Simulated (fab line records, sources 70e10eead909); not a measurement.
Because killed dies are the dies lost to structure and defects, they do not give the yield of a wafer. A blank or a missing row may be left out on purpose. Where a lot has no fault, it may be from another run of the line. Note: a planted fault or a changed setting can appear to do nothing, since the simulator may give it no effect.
fab line records | flow nandHarc
[record] lots = 13 wafers = 39 lastDay = 24
route steps=1159 shown A_WL_FILL@839 A_CONTACT@840
lots untouched by any fault: they come from a run of this same line in which no faults occurred
startH: hours from the record's opening day to when the first of the lot's shown wafers began | waitH: hours since the lot's step before | " the same as in the row above | L1.1+2: several wafers, shown together as one row | - no value, or no start given | * or withheld: withheld | < > ~ a bound
route shown NAME@n: names a module that has steps shown in the file, with the first one's number in the route | usual: mean/standard deviation of fault-free wafers | same: alike in all rows | chamber/n: place in a boat | sites: each site's reading | _std_site: how widely they spread, as a standard deviation | _edge_site: inner sites' mean taken away from outer sites' mean | radiusMm: how far each site lies from the wafer's centre | mask NAME#n: copy n | behind: the last tool/chamber to shape the wafer | hold: the reason the lot was held/the length of the hold in hours/how it ended | device: which transistor (n, p or np) failed to switch | end of line: the route-end tests of the same wafers | a step given without rows: its recipe and nothing more | killed: dies that structure and defects cost at the first sort, which is not the same as the wafer's yield | map: per-die view of a wafer (x killed, . not killed, _ where there is no die)
set.NAME: setting as actually run; set.NAME@STEP: the setting as run at that earlier step | model.NAME: the simulator's own value behind a step, which no gauge read
the route's steps for a sample of lots (tables are steps, rows are wafers)
services: when a tool's chamber went out of use (startH, in hours from the record's first day, below 0 if earlier), for how many hours, and the reason
[[steps]]
[step NHARC_A_WL_FILL_INSPECT_15]
[usual] rawDefectCount = 401/120
// columns lot.wafer tool chamber startH waitH rawDefectCount
L615.4 defectInspect-02 - 368.44 0.0 271
L615.5 " - " " 570
L615.6 " - " " 278
L616.3 defectInspect-01 - 375.58 0.0 249
L616.5 " - " " 511
L616.6 " - " " 219
L617.1 defectInspect-02 - 384.18 0.0 250
L617.4 " - " " 273
L617.6 " - " " 406
L618.1 defectInspect-01 - 392.51 0.0 325
L618.3 " - " " 341
L618.5 " - " " 274
L622.3 defectInspect-02 - 403.08 0.0 488
L622.4 " - " " 412
L622.6 " - " " 382
L623.1 defectInspect-01 - 416.79 0.0 541
L623.4 " - " " 359
L623.5 " - " " 389
L625.1 defectInspect-01 - 424.38 0.0 446
L625.4 " - " " 336
L625.5 " - " " 377
L631.2 defectInspect-01 - 467.80 0.0 699
L631.4 " - " " 463
L631.5 " - " " 526
L634.1 defectInspect-01 - 469.95 0.0 420
L634.2 " - " " 266
L634.3 " - " " 253
L632.2 defectInspect-01 - 477.05 0.1 392
L632.4 " - " " 398
L632.6 " - " " 622
L636.2 defectInspect-01 - 477.75 0.0 783
L636.4 " - " " 543
L636.6 " - " " 668
L633.2 defectInspect-01 - 482.38 0.0 404
L633.3 " - " " 599
L633.6 " - " " 460
L637.2 defectInspect-01 - 498.56 0.0 353
L637.3 " - " " 361
L637.5 " - " " 338
[step NHARC_A_CONTACT_DEP_24]
[recipe] targetThkA = 5000 tempC = 400 pressureTorr = 6.5 rfW = 900 teosFlowSccm = 161.4 flowSccm = 2650 targetThkNm = 500 gas = O2 material = SiO2
[usual] heaterPowerW = 597/150 mfcPrecursorSccm = 161.4/0.54 susceptorTempC = 399.98/0.24 throttleValvePct = 15.9/0.55
// columns lot.wafer tool chamber startH waitH heaterPowerW mfcPrecursorSccm susceptorTempC throttleValvePct
L615.4 pecvd-01 1 368.70 0.3 890 161.3 399.99 16.9
L615.6 " 1 " " 919 161.7 400.10 16.9
L615.5 " 2 " " 591 160.8 400.02 15.5
L616.3 pecvd-04 1 375.70 0.1 589 161.9 400.52 16.9
L616.6 " 0 " " 538 161.7 400.16 16.1
L616.5 " 2 " " 619 160.8 400.22 16.2
L617.1 pecvd-03 1 384.37 0.2 466 161.3 400.04 16.0
L617.4 " 2 " " 661 162.4 400.08 15.1
L617.6 " 1 " " 488 161.2 400.07 15.7
L618.1 pecvd-03 2 392.58 0.1 649 161.9 399.70 15.2
L618.3 " 0 " " 517 161.8 399.95 15.6
L618.5 " 1 " " 490 160.8 400.18 15.7
L622.3 pecvd-03 2 403.54 0.5 579 161.7 399.90 15.3
L622.4 " 0 " " 395 161.7 400.05 15.7
L622.6 " 1 " " 523 160.9 400.00 15.7
L623.1 pecvd-01 2 416.92 0.1 484 161.3 399.94 15.7
L623.5 " 1 " " 853 161.9 399.90 17.2
L623.4 " 0 " " 539 161.2 399.86 17.4
L625.1 pecvd-03 2 424.45 0.1 601 161.5 399.62 15.2
L625.4 " 2 " " 621 162.7 399.59 15.4
L625.5 " 1 " " 524 179.7 400.11 16.2
L631.2 pecvd-01 2 467.99 0.2 606 160.8 399.98 15.6
L631.5 " 0 " " 438 160.7 400.47 16.4
L631.4 " 1 " " 924 161.8 399.75 16.6
L634.3 pecvd-01 2 470.02 0.1 583 161.6 400.12 15.7
L634.2 " 0 " " 385 160.9 399.76 16.4
L634.1 " 1 " " 887 161.8 400.22 16.2
L632.2 pecvd-01 0 477.12 0.1 475 161.1 400.24 16.5
L632.6 " 0 " " 504 161.2 400.18 16.4
L632.4 " 2 " " 553 161.5 399.67 15.6
L636.2 pecvd-01 0 477.96 0.2 483 161.4 399.75 16.5
L636.4 " 1 " " 857 162.9 399.63 16.3
L636.6 " 2 " " 573 161.0 400.37 15.4
L633.3 pecvd-01 1 482.51 0.1 945 161.1 400.01 16.8
L633.2 " 2 " " 609 161.3 400.27 15.6
L633.6 " 2 " " 467 160.9 400.27 15.7
L637.3 pecvd-03 1 498.62 0.1 545 160.7 400.13 15.7
L637.2 " 2 " " 467 162.0 400.27 15.6
L637.5 " 2 " " 507 161.7 399.92 15.7
[step NHARC_A_CONTACT_INSPECT_44]
[usual] rawDefectCount = 26/14
// columns lot.wafer tool chamber startH waitH rawDefectCount
L615.4 defectInspect-02 - 375.58 0.0 24
L615.5 " - " " 19
L615.6 " - " " 13
L616.3 defectInspect-01 - 381.71 0.0 11
L616.5 " - " " 8
L616.6 " - " " 5
L617.1 defectInspect-02 - 388.21 0.0 17
L617.4 " - " " 14
L617.6 " - " " 21
L618.1 defectInspect-01 - 396.63 0.0 6
L618.3 " - " " 11
L618.5 " - " " 6
L622.3 defectInspect-02 - 407.43 0.0 15
L622.4 " - " " 14
L622.6 " - " " 13
L623.1 defectInspect-01 - 422.15 0.0 15
L623.4 " - " " 21
L623.5 " - " " 14
L625.1 defectInspect-02 - 432.30 0.0 14
L625.4 " - " " 14
L625.5 " - " " 21
L631.2 defectInspect-01 - 471.57 0.0 56
L631.4 " - " " 50
L631.5 " - " " 49
L634.1 defectInspect-02 - 473.79 0.1 18
L634.2 " - " " 15
L634.3 " - " " 9
L632.2 defectInspect-01 - 482.66 0.0 10
L632.4 " - " " 15
L632.6 " - " " 12
L636.2 defectInspect-02 - 484.85 0.0 40
L636.4 " - " " 29
L636.6 " - " " 29
L633.2 defectInspect-01 - 490.84 0.0 48
L633.3 " - " " 53
L633.6 " - " " 49
L637.2 defectInspect-02 - 505.25 0.0 41
L637.3 " - " " 51
L637.5 " - " " 29
[step NHARC_A_CONTACT_DESCUM_47]
[recipe] timeS = 3 o2FlowSccm = 200 arFlowSccm = 0 biasPowerW = 0 chemistry = O2
[usual] drypumpMotorCurrentA = 5.7/0.38 oesProductAu = 1.002/0.0077 rfVppV = 57.9/0.88 showerheadPlenumPTorr = 1.93/0.074 throttleValvePct = 11.312/0.0086
// columns lot.wafer tool chamber startH waitH drypumpMotorCurrentA oesProductAu rfHoursCounterH rfVppV showerheadPlenumPTorr throttleValvePct
L615.4 rieDiel-03 1 375.65 0.1 5.5 1.007 23 58.6 2.04 11.321
L615.5 " 3 " " 6.4 1.006 - 56.9 1.98 11.320
L615.6 " 0 " " 5.4 1.010 - 56.7 1.80 11.314
L616.3 rieDiel-03 1 381.78 0.1 5.5 1.008 25 58.7 2.04 11.316
L616.6 " 0 " " 5.4 1.004 - 56.3 1.80 11.308
L616.5 " 1 " " 5.6 0.999 - 59.3 2.04 11.293
L617.1 rieDiel-11 1 388.28 0.1 5.5 0.991 3 57.9 1.95 11.327
L617.4 " 3 " " 5.9 1.006 4 58.8 1.95 11.318
L617.6 " 0 " " 5.3 1.011 - 57.2 1.90 11.308
L618.1 rieDiel-11 1 396.71 0.1 5.6 1.004 6 57.8 1.95 11.311
L618.3 " 2 " " 6.0 0.998 7 58.5 2.04 11.302
L618.5 " 0 " " 5.3 0.988 - 56.9 1.90 11.311
L622.3 rieDiel-04 1 407.49 0.1 5.0 0.996 45 57.5 1.88 11.315
L622.4 " 3 " " 6.2 1.017 44 59.5 1.92 11.305
L622.6 " 2 " " 5.6 1.010 - 57.2 1.85 11.309
L623.1 rieDiel-11 0 422.22 0.1 5.3 1.000 16 58.0 1.89 11.318
L623.4 " 1 " " 5.6 1.004 16 57.4 1.94 11.303
L623.5 " 2 " " 6.1 1.023 - 58.5 2.03 11.318
L625.1 rieDiel-03 2 432.38 0.1 5.3 0.996 4 58.0 1.98 11.307
L625.4 " 3 " " 6.4 0.990 4 60.4 1.98 11.301
L625.5 " 2 " " 5.4 0.993 - 58.7 1.98 11.325
L631.2 rieDiel-11 1 471.71 0.1 5.5 1.011 30 57.6 1.94 11.297
L631.4 " 2 " " 6.0 1.007 31 58.6 2.03 11.318
L631.5 " 1 " " 5.5 1.009 - 58.3 1.94 11.311
L634.2 rieDiel-03 1 473.87 0.1 5.5 1.006 10 58.2 2.04 11.328
L634.1 " 2 " " 5.4 0.995 12 57.7 1.98 11.317
L634.3 " 3 " " 6.4 0.989 12 58.1 1.97 11.311
L632.2 rieDiel-03 0 482.76 0.1 5.4 1.007 14 57.1 1.79 11.304
L632.6 " 3 " " 6.4 1.006 - 57.7 1.97 11.320
L632.4 " 2 " " 5.4 0.989 - 58.4 1.98 11.304
L636.2 rieDiel-11 3 484.91 0.1 5.9 1.002 39 58.6 1.94 11.310
L636.4 " 1 " " 5.5 1.008 38 58.2 1.94 11.321
L636.6 " 3 " " 5.9 1.014 - 57.4 1.94 11.322
L633.2 rieDiel-03 3 490.90 0.1 6.3 0.994 16 58.7 1.97 11.312
L633.3 " 0 " " 5.4 0.990 16 57.2 1.79 11.319
L633.6 " 0 " " 5.4 0.993 - 57.2 1.79 11.305
L637.2 rieDiel-04 2 505.31 0.1 5.6 1.000 12 57.9 1.84 11.333
L637.3 " 0 " " 6.0 1.011 13 57.9 1.93 11.311
L637.5 " 2 " " 5.6 1.002 - 56.7 1.84 11.305
[[services]]
// columns tool chamber startH hours kind
rieDiel-03 0 347.00 - clean
rieDiel-03 1 347.00 - clean
rieDiel-03 2 347.00 - clean
rieDiel-03 3 347.00 - clean
rieDiel-11 3 350.25 3.7 repair
rieDiel-03 0 371.55 - clean
rieDiel-03 1 371.55 - clean
rieDiel-03 2 371.55 - clean
rieDiel-03 3 371.55 - clean
pecvd-04 - 377.01 13.0 pm
rieDiel-11 2 399.95 2.8 repair
rieDiel-03 1 413.39 7.9 repair
pecvd-01 - 418.14 13.0 pm
pecvd-01 0 418.14 13.0 ventCycle
pecvd-01 1 418.14 13.0 ventCycle
pecvd-01 2 418.14 13.0 ventCycle
pecvd-01 0 431.14 - clean
pecvd-01 1 431.14 - clean
pecvd-01 2 431.14 - clean
pecvd-01 1 440.65 8.3 repair
rieDiel-11 1 442.47 8.3 repair
rieDiel-04 - 466.06 9.0 pm
pecvd-03 - 473.00 13.0 pm
rieDiel-04 - 491.98 0.2 repair
[[key]]
[firstSign] step = NHARC_A_CONTACT_DEP_24 reading = mfcPrecursorSccm direction = up sigmas = 34 usual = 161.4 struck = 179.7
effect none on later readings
metAt NHARC_A_CONTACT_DEP_24
struckLots L625
struckWafers L625.5
testerLeftOut L625
notActingAt NHARC_A_WL_FILL_INSPECT_15,NHARC_A_CONTACT_INSPECT_44,NHARC_A_CONTACT_DESCUM_47
[fault] kind = processParameterDrift tool = pecvd-03 chamber = 1 onsetH = 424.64 steps = NHARC_A_CONTACT_DEP_24 channel = teosFlowSccm offset = * shape = step endH = 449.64 actsIn = * stated = *
// testerLeftOut: of these lots the tester's yield and bins aren't shown, on N5 and GAA mostly nor the transistor test; their killed dies are dies lost to structure and defects alone, not to doping, threshold or leakage, so they don't give the yield
